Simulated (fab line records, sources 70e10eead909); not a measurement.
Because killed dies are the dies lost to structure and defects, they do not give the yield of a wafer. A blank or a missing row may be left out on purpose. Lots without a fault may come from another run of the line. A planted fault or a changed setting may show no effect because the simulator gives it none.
Matching of chambers	flow nand harc	NHARC_P_M0_STRIP_18 on rie diel-13: 4 sister chambers
The step strips in N2/H2. 24 wafers are shown with their chamber, then 12 later ones without.

## EACH WAFER AND ITS CHAMBER
wafer	chamber	showerhead plenum p Torr (Torr)	drypump motor current A (A)	rf vpp V (V)
L075.3	1	2.02	6.1	90.2
L075.5	3	1.92	5.9	90.4
L075.6	2	2.05	6.6	90.4
L074.4	2	2.05	6.5	90.8
L074.5	3	1.92	5.9	91.1
L074.6	0	2.19	5.9	91.9
L077.1	3	1.92	5.9	89.4
L077.3	1	2.02	6.0	89.6
L077.5	3	1.92	5.9	90.1
L076.1	3	1.92	5.9	89.9
L076.4	2	2.05	6.5	90.0
L076.6	2	2.05	6.6	91.3
L080.1	2	2.05	6.6	90.3
L080.2	1	2.01	6.0	91.2
L080.3	0	2.19	6.0	91.2
L084.1	3	1.92	5.9	89.0
L084.4	2	2.05	6.5	91.7
L084.5	1	2.01	6.0	90.0
L087.4	3	1.92	5.9	89.1
L087.5	2	2.05	6.6	90.5
L087.6	1	2.01	6.0	90.7
L089.1	2	2.04	6.6	92.0
L089.3	1	2.01	6.0	89.8
L089.6	3	1.92	5.9	91.4

SIGNATURES (means of the wafers above)
reading	chamber 0	chamber 1	chamber 2	chamber 3	scatter within a chamber
showerhead plenum p Torr	2.1900	2.0133	2.0488	1.9200	0.00332
drypump motor current A	5.950	6.017	6.562	5.900	0.0401
rf vpp V	91.550	90.250	90.875	90.050	0.746
Rule: for a wafer and a chamber, the distance is found by dividing, reading by reading, the gap between the wafer's reading and the chamber's mean by the reading's scatter, squaring, summing and taking the root. The wafer belongs to the nearest chamber; if the next one is less than 2 further off, it can't be placed. The scatter: take each reading less its chamber's mean, square it, sum over the shown wafers, divide by the number of wafers less the number of chambers, and take the root.

## WAFERS WITH NO CHAMBER GIVEN
wafer	showerhead plenum p Torr (Torr)	drypump motor current A (A)	rf vpp V (V)
L090.2	2.04	6.6	89.6
L090.4	1.92	5.9	91.3
L090.5	1.92	5.9	88.9
L094.1	2.01	6.0	89.3
L094.4	2.01	6.0	89.6
L094.6	1.92	5.9	91.2
L095.2	2.01	6.0	90.2
L095.4	1.92	5.9	90.0
L095.6	2.19	5.9	91.4
L096.2	1.91	5.9	89.6
L096.3	2.01	6.0	91.5
L096.5	1.92	5.8	88.6

## EACH ONE'S CHAMBER
wafer	from the rows above	in truth
L090.2	2	2
L090.4	3	3
L090.5	3	3
L094.1	1	1
L094.4	1	1
L094.6	3	3
L095.2	1	1
L095.4	3	3
L095.6	0	0
L096.2	3	3
L096.3	1	1
L096.5	3	3
12 of 12 placed correctly. Can't be placed from these rows: 0. 0 placed wrongly.
